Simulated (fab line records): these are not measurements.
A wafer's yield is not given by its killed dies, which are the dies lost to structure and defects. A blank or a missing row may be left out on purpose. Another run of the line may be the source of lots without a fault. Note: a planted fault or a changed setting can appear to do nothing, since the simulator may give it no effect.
Matching of chambers | flow n5 finfet | pecvd-02 running N5_BEOL_M4_ILD_DEP_00: 3 sister chambers
The step deposits SiOC from DEMS/O2, target thk 79 nm, time 15.3 s. 20 wafers are shown with their chamber, then 10 later ones without.

== WAFERS PAIRED WITH THEIR CHAMBERS ==
wafer  | chamber | showerhead plenum p Torr (Torr) | throttle valve pct (%) | heater power w (W)
L077.1 | 2       | 5.697                           | 11.5                   | 401
L077.2 | 0       | 5.691                           | 11.5                   | 387
L077.3 | 1       | 5.657                           | 11.7                   | 443
L083.2 | 2       | 5.700                           | 11.3                   | 492
L083.5 | 2       | 5.697                           | 11.2                   | 488
L083.6 | 0       | 5.695                           | 11.5                   | 411
L085.1 | 1       | 5.675                           | 11.8                   | 382
L085.3 | 2       | 5.686                           | 11.5                   | 435
L085.4 | 2       | 5.687                           | 11.4                   | 444
L088.2 | 0       | 5.691                           | 11.8                   | 339
L088.5 | 0       | 5.685                           | 11.3                   | 347
L088.6 | 2       | 5.710                           | 11.2                   | 474
L091.2 | 0       | 5.693                           | 11.5                   | 388
L091.5 | 0       | 5.704                           | 11.7                   | 381
L091.6 | 2       | 5.709                           | 11.3                   | 496
L090.2 | 0       | 5.703                           | 11.6                   | 380
L090.4 | 2       | 5.707                           | 11.6                   | 500
L090.5 | 0       | 5.691                           | 11.7                   | 389
L093.1 | 0       | 5.687                           | 11.5                   | 378
L093.2 | 2       | 5.707                           | 11.4                   | 453

SIGNATURES (averages over the wafers above)
reading                  | chamber 0 | chamber 1 | chamber 2 | scatter within a chamber
showerhead plenum p Torr | 5.69333   | 5.66600   | 5.70000   | 0.00826
throttle valve pct       | 11.567    | 11.750    | 11.378    | 0.142
heater power w           | 377.78    | 412.50    | 464.78    | 29.6
Rule: a wafer lies at a distance from a chamber equal to the root of the sum of squares, over the readings, of (its reading less the chamber's mean, divided by the reading's scatter). The wafer belongs to the nearest chamber; if the next one is less than 2 further off, it can't be placed. The scatter is the square root of a quotient: the sum, over the shown wafers, of each reading's squared deviation from its chamber's mean, divided by wafers minus chambers.

== WAFERS WHOSE CHAMBER IS MISSING ==
wafer  | showerhead plenum p Torr (Torr) | throttle valve pct (%) | heater power w (W)
L093.6 | 5.692                           | 11.6                   | 378
L094.1 | 5.710                           | 11.2                   | 410
L094.4 | 5.712                           | 11.5                   | 379
L094.5 | 5.704                           | 11.7                   | 411
L095.1 | 5.700                           | 11.3                   | 492
L095.3 | 5.678                           | 11.3                   | 385
L095.4 | 5.702                           | 11.4                   | 386
L096.3 | 5.688                           | 11.3                   | 480
L096.4 | 5.683                           | 12.0                   | 453
L096.6 | 5.686                           | 11.7                   | 491

== EACH ONE'S CHAMBER ==
wafer  | from the rows above          | in truth
L093.6 | 0                            | 0
L094.1 | can't be placed: 2 or 0      | 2
L094.4 | can't be placed: 0 or 2      | 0
L094.5 | can't be placed: 0 or 2      | 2
L095.1 | 2                            | 2
L095.3 | can't be placed: 0 or 1 or 2 | 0
L095.4 | can't be placed: 0 or 2      | 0
L096.3 | 2                            | 2
L096.4 | can't be placed: 1 or 0 or 2 | 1
L096.6 | can't be placed: 2 or 1 or 0 | 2
Correct placement for 3 of the 10. Can't be placed from these rows: 7 (the true chamber is among the candidates in 7). Number placed wrongly: 0.
